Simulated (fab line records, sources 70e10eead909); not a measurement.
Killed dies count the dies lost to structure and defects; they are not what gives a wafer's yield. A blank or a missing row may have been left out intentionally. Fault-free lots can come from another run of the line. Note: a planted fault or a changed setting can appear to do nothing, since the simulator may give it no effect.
Matching of chambers	flow nand_harc	4 sister chambers for NHARC_A_CONTACT_ETCH_75 on rie_diel-06
The step etches the open film in CF4, target depth 39 nm, time 65 s. 4 wafers are shown with their chamber, then 11 later ones without.

## WAFERS PAIRED WITH THEIR CHAMBERS
wafer	chamber	drypump_motor_current_A (A)
L078.3	2	5.0
L088.1	3	6.5
L088.4	1	5.5
L087.3	0	5.6

## WAFERS WITH NO CHAMBER GIVEN
wafer	drypump_motor_current_A (A)
L087.5	6.5
L087.6	5.0
L091.2	6.5
L091.4	5.7
L091.5	5.6
L090.2	5.6
L090.3	5.5
L090.6	5.5
L096.2	5.5
L096.3	6.5
L096.5	6.5

## EACH ONE'S CHAMBER
wafer	from the rows above	in truth
L087.5	3	3
L087.6	2	2
L091.2	3	3
L091.4	0	0
L091.5	0	0
L090.2	0	0
L090.3	1	1
L090.6	1	1
L096.2	1	1
L096.3	3	3
L096.5	3	3
11 of 11 placed correctly. Number that these rows cannot place: 0. Placed wrongly: 0.
How it was worked out, from the rows above alone: a wafer's distance from a chamber is the root of the sum, over the readings, of the square of ((its reading less the chamber's mean) divided by the reading's scatter). If the next closest chamber is less than 2 further off than the closest, the wafer can't be placed; otherwise it belongs to the closest. The mean given for a chamber averages the wafers shown for that chamber. The scatter: with one shown wafer a chamber, the root of the mean of the squares of how far each hidden wafer lies from its nearest shown one.
